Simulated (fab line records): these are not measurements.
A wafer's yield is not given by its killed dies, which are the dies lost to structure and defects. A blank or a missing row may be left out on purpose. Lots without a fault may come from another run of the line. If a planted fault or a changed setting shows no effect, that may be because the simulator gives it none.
Which tool did it? | flow n5 finfet | 22 lots (66 wafers sampled), 1 step of a 1938-step route

== WHAT THE GAUGES SHOWED, per wafer ==
N5_WELL_APT_OVL_MEAS_26. Usual: PWELL_OVL typically reads 5 nm, with standard deviation 4.9.
lot  | measured    | on         | PWELL_OVL (nm) | flag
L074 | day 1 15:02 | overlay-01 | 1 -4 4         |
L075 | day 1 21:07 | overlay-02 | 2 4 2          |
L076 | day 2 02:58 | overlay-01 | 9 10 5         |
L077 | day 2 09:04 | overlay-01 | 13 18 11       |
L078 | day 2 15:40 | overlay-01 | -4 8 11        |
L079 | day 2 22:02 | overlay-02 | 9 18 9         |
L080 | day 3 02:54 | overlay-02 | 4 0 -4         |
L081 | day 3 09:08 | overlay-01 | 3 1 7          |
L082 | day 3 15:10 | overlay-02 | 6 9 9          |
L083 | day 3 20:51 | overlay-02 | 3 8 6          |
L084 | day 4 03:05 | overlay-02 | 4 6 4          |
L085 | day 4 08:50 | overlay-01 | 7 9 14         |
L086 | day 4 15:11 | overlay-01 | 2 5 9          |
L087 | day 4 21:23 | overlay-02 | 1 6 -3         |
L089 | day 5 09:23 | overlay-02 | 2 -1 1         |
L090 | day 5 14:44 | overlay-01 | -5 -1 1        |
L091 | day 5 21:13 | overlay-02 | 10 0 3         |
L092 | day 6 03:41 | overlay-02 | 1 3 1          |
L094 | day 6 16:19 | overlay-02 | 8 9 16         |
L095 | day 6 21:05 | overlay-02 | -2 9 2         |
L096 | day 7 03:28 | overlay-02 | 5 6 2          |
L097 | day 7 09:02 | overlay-01 | 9 3 7          |

== WHICH TOOL RAN EACH LOT (tool, then ch and the chambers of the sampled wafers, then the start) ==
There is no process step in the record ahead of these readings.

== WHAT THE TOOLS THEMSELVES READ (means of the sampled wafers that have a number; where no wafer has one, the mark that the record gives instead) ==
The record holds no such reading with a usual standard deviation.

== THE ANSWER, worked out from the rows above alone ==
Rule: a lot is off if the mean of its wafers that have a number lies more than 3 standard deviations from the usual mean. A lot without any number at a reading at which 4 lots or more have one is off too. The other lots that the step has rows for count as sound. The gauges are gone through in route order, then the tools' own readings, and for those a lot's mean is taken as printed above. At the first step where some lot is off, the reading lying furthest off is the one used; lots without a number count as furthest.
Nothing can be told from this: no lot is off at any reading shown.

== WHAT THE SIMULATOR HAD INSERTED ==
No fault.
